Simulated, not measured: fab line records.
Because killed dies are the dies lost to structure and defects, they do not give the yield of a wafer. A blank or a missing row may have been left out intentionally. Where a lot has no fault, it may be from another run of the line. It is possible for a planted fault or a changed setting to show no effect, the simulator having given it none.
fab line records | flow n5_finfet | part 2 of 2: steps 23 to 28 of 28
record lots=5 | wafers=15 | last_day=16
route steps=1938 shown BEOL_M8@1352
lots that met no fault: from a run of the same line without faults
start_h: hours from the record's opening day to when the first of the lot's shown wafers began | wait_h: how many hours have passed since the lot's step before this one | " identical to the entry in the row above | L1.1+2: a single row standing in for several wafers | - value missing, or start not given | * or withheld: withheld | < > ~ a bound
route shown NAME@n: names a module that has steps shown in the file, with the first one's number in the route | usual: mean/standard deviation taken from wafers without a fault | same: alike in all rows | chamber/n: place in a boat | sites: each site's reading | _std_site: their standard deviation | _edge_site: mean of outer sites minus mean of inner sites | radius_mm: how far each site lies from the wafer's centre | mask NAME#n: copy n | behind: the most recent tool/chamber to have shaped the wafer | hold: what put the lot on hold/how long, in hours/how the hold closed | device: the transistor (n, p or np) that didn't switch | end of line: the route-end tests of the same wafers | a step with no rows: only its recipe | killed: dies lost to structure and defects at the first sort, not the wafer's yield | map: the dies of a wafer, with x for killed, . for not killed, _ for no die there
set.NAME: the setting that was run; set.NAME@STEP: the one run at that earlier step | model.NAME: the simulator's own value behind a step, which no gauge read
lots at some steps of the route; a table a step, a row a wafer
services: when a tool's chamber went out of use (start_h, in hours from the record's first day, below 0 if earlier), for how many hours, and the reason
## steps
# step N5_BEOL_M8_VIA_ETCH_34
# recipe chemistry=C4F6/O2 | target=SiCOH_lowk | target_depth_a=1255 | mask_material=SOC | taper_deg=4 | time_s=50.5 | ion_energy_ev=250 | pressure_mtorr=30 | source_w=345 | bias_w=185 | Ar_flow_sccm=300 | C4F6_flow_sccm=10 | O2_flow_sccm=10
# usual O2_flow_sccm=9.999/0.027 | drypump_motor_current_A=5.5/0.38 | oes_product_au=0.75/0.077 | rf_vpp_V=667/9.7 | showerhead_plenum_p_Torr=2.83/0.11 | throttle_valve_pct=20.90/0.19
lot.wafer | tool        | chamber | start_h | wait_h | O2_flow_sccm | drypump_motor_current_A | oes_product_au | rf_hours_counter_h | rf_vpp_V | showerhead_plenum_p_Torr | throttle_valve_pct
L078.1    | rie_diel-02 | 2       | 226.42  | 0.0    | 9.960        | 5.9                     | 0.70           | 215                | 650      | 2.93                     | 21.05
L078.3    | "           | 3       | "       | "      | 10.039       | 5.4                     | 0.87           | 52                 | 662      | 2.88                     | 20.76
L078.6    | "           | 3       | "       | "      | 10.009       | 5.4                     | 0.87           | -                  | 663      | 2.88                     | 20.79
L080.2    | rie_diel-02 | 0       | 231.44  | 0.0    | 9.987        | 5.7                     | 0.69           | 218                | 673      | 2.72                     | 21.01
L080.3    | "           | 3       | "       | "      | 9.957        | 5.4                     | 0.86           | 55                 | 662      | 2.88                     | 20.78
L080.5    | "           | 1       | "       | "      | 10.023       | 5.0                     | 0.83           | -                  | 656      | 2.90                     | 20.68
L081.3    | rie_diel-04 | 2       | 234.27  | 0.0    | 9.985        | 4.8                     | 0.86           | 56                 | 674      | 2.77                     | 20.79
L081.4    | "           | 0       | "       | "      | 9.966        | 5.8                     | 0.68           | 210                | 659      | 2.71                     | 21.07
L081.6    | "           | 2       | "       | "      | 9.993        | 4.8                     | 0.86           | -                  | 676      | 2.77                     | 20.79
L082.2    | rie_diel-05 | 1       | 244.14  | 0.0    | 9.970        | 5.5                     | 0.72           | 211                | 674      | 2.73                     | 21.10
L082.3    | "           | 0       | "       | "      | 9.956        | 5.0                     | 0.78           | 94                 | 664      | 2.85                     | 20.39
L082.6    | "           | 3       | "       | "      | 9.985        | 5.7                     | 0.86           | -                  | 670      | 3.01                     | 20.77
L094.1    | rie_diel-04 | 2       | 322.44  | 0.0    | 9.962        | 4.8                     | 0.81           | 91                 | 676      | 2.76                     | 20.85
L094.2    | "           | 3       | "       | "      | 10.007       | 5.7                     | 0.66           | 244                | 682      | 2.68                     | 20.91
L094.3    | "           | 0       | "       | "      | 10.012       | 5.9                     | 0.65           | 245                | 657      | 2.69                     | 21.10
# step N5_BEOL_M8_STRIP_76
# recipe chemistry=C4F6/O2 | resist=SiARC | rf_frequency_hz=6e+07
lot.wafer  | tool        | chamber | start_h | wait_h
L078.1+3+6 | rie_diel-02 | 2,3,3   | 226.46  | 0.0
L080.2+3+5 | rie_diel-02 | 0,3,1   | 231.48  | 0.0
L081.3+4+6 | rie_diel-04 | 2,0,2   | 234.32  | 0.0
L082.2+3+6 | rie_diel-05 | 1,0,3   | 244.18  | 0.0
L094.1+2+3 | rie_diel-04 | 2,3,0   | 322.49  | 0.0
# step N5_BEOL_M8_STRIP_36
# recipe chemistry=N2/H2 | power_w=450 | temp_c=40 | pressure_mtorr=20 | rf_frequency_hz=6e+07 | overash_fraction=0.3 | bias_power_w=7 | h2_frac=0.5 | n2_flow_sccm=200 | h2_flow_sccm=200
# usual drypump_motor_current_A=5.5/0.38 | oes_product_au=0.75/0.081 | rf_vpp_V=59.1/1.7 | showerhead_plenum_p_Torr=2.52/0.1 | throttle_valve_pct=23.62/0.26
lot.wafer | tool        | chamber | start_h | wait_h | drypump_motor_current_A | oes_product_au | rf_hours_counter_h | rf_vpp_V | showerhead_plenum_p_Torr | throttle_valve_pct
L078.1    | rie_diel-02 | 2       | 226.47  | 0.0    | 5.9                     | 0.71           | 215                | 57.9     | 2.63                     | 23.71
L078.3    | "           | 3       | "       | "      | 5.4                     | 0.86           | 52                 | 61.6     | 2.56                     | 23.37
L078.6    | "           | 3       | "       | "      | 5.4                     | 0.88           | -                  | 62.4     | 2.56                     | 23.36
L080.2    | rie_diel-02 | 0       | 231.49  | 0.0    | 5.7                     | 0.70           | 218                | 59.2     | 2.43                     | 24.12
L080.3    | "           | 3       | "       | "      | 5.4                     | 0.89           | 55                 | 61.5     | 2.56                     | 23.34
L080.5    | "           | 1       | "       | "      | 5.0                     | 0.85           | -                  | 60.2     | 2.58                     | 23.28
L081.3    | rie_diel-04 | 2       | 234.33  | 0.0    | 4.8                     | 0.85           | 56                 | 60.1     | 2.46                     | 23.32
L081.4    | "           | 0       | "       | "      | 5.9                     | 0.69           | 210                | 64.0     | 2.41                     | 23.89
L081.6    | "           | 2       | "       | "      | 4.8                     | 0.86           | -                  | 58.9     | 2.46                     | 23.31
L082.2    | rie_diel-05 | 1       | 244.19  | 0.0    | 5.6                     | 0.72           | 211                | 58.3     | 2.41                     | 23.88
L082.3    | "           | 0       | "       | "      | 4.9                     | 0.78           | 94                 | 60.3     | 2.57                     | 23.17
L082.6    | "           | 3       | "       | "      | 5.7                     | 0.88           | -                  | 56.9     | 2.70                     | 23.56
L094.1    | rie_diel-04 | 2       | 322.50  | 0.0    | 4.8                     | 0.82           | 91                 | 58.7     | 2.45                     | 23.38
L094.2    | "           | 3       | "       | "      | 5.6                     | 0.66           | 244                | 60.1     | 2.40                     | 23.60
L094.3    | "           | 0       | "       | "      | 5.9                     | 0.66           | 245                | 57.4     | 2.40                     | 23.95
# step N5_BEOL_M8_TRENCH_ETCH_37
# recipe chemistry=C4F6/O2 | target_depth_a=934.78 | target=SiCOH_lowk | time_s=31.2 | ion_energy_ev=250 | pressure_mtorr=30 | source_w=345 | bias_w=185 | Ar_flow_sccm=300 | C4F6_flow_sccm=10 | O2_flow_sccm=10
# usual O2_flow_sccm=9.994/0.027 | drypump_motor_current_A=5.5/0.38 | oes_product_au=0.75/0.077 | rf_vpp_V=667/9.6 | showerhead_plenum_p_Torr=2.83/0.11 | throttle_valve_pct=20.93/0.19
lot.wafer | tool        | chamber | start_h | wait_h | O2_flow_sccm | drypump_motor_current_A | oes_product_au | rf_hours_counter_h | rf_vpp_V | showerhead_plenum_p_Torr | throttle_valve_pct
L078.1    | rie_diel-02 | 2       | -       | -      | 10.010       | 5.9                     | 0.70           | 215                | 649      | 2.93                     | 21.10
L078.3    | "           | 3       | "       | "      | 10.004       | 5.3                     | 0.87           | 52                 | 661      | 2.88                     | 20.83
L078.6    | "           | 3       | "       | "      | 10.025       | 5.4                     | 0.87           | -                  | 662      | 2.88                     | 20.79
L080.2    | rie_diel-02 | 0       | -       | -      | 9.938        | 5.7                     | 0.70           | 218                | 673      | 2.72                     | 21.04
L080.3    | "           | 3       | "       | "      | 10.030       | 5.4                     | 0.87           | 55                 | 661      | 2.88                     | 20.81
L080.5    | "           | 1       | "       | "      | 9.972        | 5.0                     | 0.83           | -                  | 654      | 2.90                     | 20.71
L081.3    | rie_diel-04 | 2       | -       | -      | 9.978        | 4.8                     | 0.87           | 56                 | 675      | 2.77                     | 20.82
L081.4    | "           | 0       | "       | "      | 9.991        | 5.9                     | 0.69           | 210                | 657      | 2.71                     | 21.12
L081.6    | "           | 2       | "       | "      | 9.989        | 4.8                     | 0.86           | -                  | 676      | 2.77                     | 20.83
L082.2    | rie_diel-05 | 1       | -       | -      | 9.945        | 5.5                     | 0.72           | 211                | 675      | 2.73                     | 21.14
L082.3    | "           | 0       | "       | "      | 10.025       | 5.0                     | 0.79           | 94                 | 663      | 2.85                     | 20.44
L082.6    | "           | 3       | "       | "      | 9.980        | 5.7                     | 0.86           | -                  | 672      | 3.01                     | 20.79
L094.1    | rie_diel-04 | 2       | -       | -      | 9.990        | 4.8                     | 0.82           | 91                 | 674      | 2.76                     | 20.87
L094.2    | "           | 3       | "       | "      | 9.964        | 5.6                     | 0.67           | 244                | 682      | 2.68                     | 20.94
L094.3    | "           | 0       | "       | "      | 9.997        | 5.9                     | 0.66           | 245                | 656      | 2.69                     | 21.16
# step N5_BEOL_M8_ETCH_41
# recipe chemistry=CH3F/O2 | target=SiCN | target_depth_a=319 | taper_deg=2 | time_s=57.8 | ion_energy_ev=120 | mask_material=TiN | pressure_mtorr=30 | source_w=395 | bias_w=75 | Ar_flow_sccm=150 | CH3F_flow_sccm=30 | O2_flow_sccm=20
# usual O2_flow_sccm=20.00/0.063 | drypump_motor_current_A=5.5/0.38 | oes_product_au=0.75/0.077 | rf_vpp_V=296.9/1.8 | showerhead_plenum_p_Torr=1.98/0.081 | throttle_valve_pct=16.34/0.19
lot.wafer | tool        | chamber | start_h | wait_h | O2_flow_sccm | drypump_motor_current_A | oes_product_au | rf_hours_counter_h | rf_vpp_V | showerhead_plenum_p_Torr | throttle_valve_pct
L078.1    | rie_diel-02 | 2       | -       | -      | 19.93        | 5.9                     | 0.70           | 215                | 299.7    | 2.06                     | 16.55
L078.3    | "           | 3       | "       | "      | 20.05        | 5.4                     | 0.86           | 52                 | 297.4    | 2.03                     | 16.19
L078.6    | "           | 3       | "       | "      | 20.10        | 5.4                     | 0.86           | -                  | 297.5    | 2.03                     | 16.18
L080.2    | rie_diel-02 | 0       | -       | -      | 20.04        | 5.7                     | 0.69           | 218                | 295.6    | 1.90                     | 16.44
L080.3    | "           | 3       | "       | "      | 20.07        | 5.4                     | 0.86           | 55                 | 298.9    | 2.03                     | 16.21
L080.5    | "           | 1       | "       | "      | 20.07        | 4.9                     | 0.83           | -                  | 299.5    | 2.04                     | 16.10
L081.3    | rie_diel-04 | 2       | -       | -      | 19.99        | 4.8                     | 0.85           | 56                 | 296.1    | 1.95                     | 16.21
L081.4    | "           | 0       | "       | "      | 20.02        | 5.8                     | 0.69           | 210                | 296.2    | 1.90                     | 16.52
L081.6    | "           | 2       | "       | "      | 20.02        | 4.8                     | 0.86           | -                  | 296.9    | 1.95                     | 16.19
L082.2    | rie_diel-05 | 1       | -       | -      | 20.02        | 5.5                     | 0.72           | 211                | 296.5    | 1.91                     | 16.52
L082.3    | "           | 0       | "       | "      | 20.04        | 5.0                     | 0.79           | 94                 | 297.7    | 2.00                     | 15.90
L082.6    | "           | 3       | "       | "      | 19.99        | 5.8                     | 0.85           | -                  | 299.2    | 2.12                     | 16.17
L094.1    | rie_diel-04 | 2       | -       | -      | 19.98        | 4.8                     | 0.81           | 91                 | 296.3    | 1.94                     | 16.26
L094.2    | "           | 3       | "       | "      | 20.13        | 5.6                     | 0.67           | 245                | 294.3    | 1.88                     | 16.40
L094.3    | "           | 0       | "       | "      | 19.93        | 5.9                     | 0.66           | 245                | 294.8    | 1.89                     | 16.57
# step N5_BEOL_M8_STRIP_80
# recipe chemistry=N2/H2 | time_s=10 | power_w=450 | temp_c=40 | pressure_mtorr=20 | rf_frequency_hz=6e+07 | bias_power_w=7 | n2_flow_sccm=200 | h2_flow_sccm=200
# usual drypump_motor_current_A=5.5/0.38 | oes_product_au=0.75/0.081 | rf_vpp_V=59.1/0.8 | showerhead_plenum_p_Torr=2.52/0.1 | throttle_valve_pct=23.62/0.26
lot.wafer | tool        | chamber | start_h | wait_h | drypump_motor_current_A | oes_product_au | rf_hours_counter_h | rf_vpp_V | showerhead_plenum_p_Torr | throttle_valve_pct
L078.1    | rie_diel-02 | 2       | -       | -      | 5.9                     | 0.70           | 215                | 58.6     | 2.63                     | 23.70
L078.3    | "           | 3       | "       | "      | 5.4                     | 0.89           | 52                 | 60.2     | 2.56                     | 23.36
L078.6    | "           | 3       | "       | "      | 5.4                     | 0.88           | -                  | 58.2     | 2.56                     | 23.37
L080.2    | rie_diel-02 | 0       | -       | -      | 5.7                     | 0.70           | 218                | 58.7     | 2.43                     | 24.12
L080.3    | "           | 3       | "       | "      | 5.4                     | 0.88           | 55                 | 60.2     | 2.56                     | 23.37
L080.5    | "           | 1       | "       | "      | 5.0                     | 0.85           | -                  | 60.7     | 2.58                     | 23.28
L081.3    | rie_diel-04 | 2       | -       | -      | 4.8                     | 0.86           | 56                 | 58.2     | 2.46                     | 23.31
L081.4    | "           | 0       | "       | "      | 5.9                     | 0.69           | 210                | 58.6     | 2.41                     | 23.90
L081.6    | "           | 2       | "       | "      | 4.8                     | 0.86           | -                  | 58.4     | 2.46                     | 23.31
L082.2    | rie_diel-05 | 1       | -       | -      | 5.6                     | 0.72           | 211                | 60.0     | 2.41                     | 23.89
L082.3    | "           | 0       | "       | "      | 4.9                     | 0.79           | 94                 | 58.2     | 2.56                     | 23.17
L082.6    | "           | 3       | "       | "      | 5.7                     | 0.87           | -                  | 60.1     | 2.70                     | 23.57
L094.1    | rie_diel-04 | 2       | -       | -      | 4.8                     | 0.81           | 91                 | 58.7     | 2.45                     | 23.35
L094.2    | "           | 3       | "       | "      | 5.7                     | 0.66           | 245                | 58.2     | 2.39                     | 23.60
L094.3    | "           | 0       | "       | "      | 5.9                     | 0.66           | 245                | 58.0     | 2.40                     | 23.93
## services
tool           | chamber | start_h | hours | kind
euv_scanner-01 | -       | 201.67  | 1.0   | pm
euv_scanner-02 | -       | 210.41  | 1.0   | pm
rie_diel-04    | -       | 212.45  | 14.6  | pm
rie_diel-05    | 0       | 213.96  | 11.5  | repair
rie_diel-05    | -       | 227.23  | 15.6  | pm
euv_scanner-02 | -       | 240.17  | 4.6   | pm
rie_metal-01   | 0       | 247.21  | -     | clean
rie_metal-01   | 0       | 247.21  | 23.1  | scheduled_down
rie_diel-05    | 1       | 253.43  | 2.5   | repair
euv_scanner-01 | -       | 257.82  | 1.0   | pm
euv_scanner-02 | -       | 266.60  | 1.0   | pm
rie_diel-02    | -       | 273.16  | 0.6   | repair
euv_scanner-02 | -       | 278.17  | 1.6   | repair
rie_diel-05    | -       | 278.82  | 0.5   | repair
euv_scanner-01 | 0       | 281.26  | -     | calibration
rie_diel-05    | 2       | 282.21  | 3.3   | repair
euv_scanner-01 | -       | 286.79  | 4.6   | pm
rie_diel-04    | 1       | 289.29  | -     | clean
rie_diel-04    | 1       | 289.29  | -     | consumable_replace:focus_ring
rie_diel-04    | 1       | 289.29  | 17.8  | scheduled_down
rie_diel-04    | 1       | 289.29  | 17.8  | vent_cycle
rie_diel-02    | 3       | 310.74  | 16.3  | repair
euv_scanner-01 | -       | 313.97  | 1.0   | pm
euv_scanner-02 | -       | 314.39  | 0.2   | repair
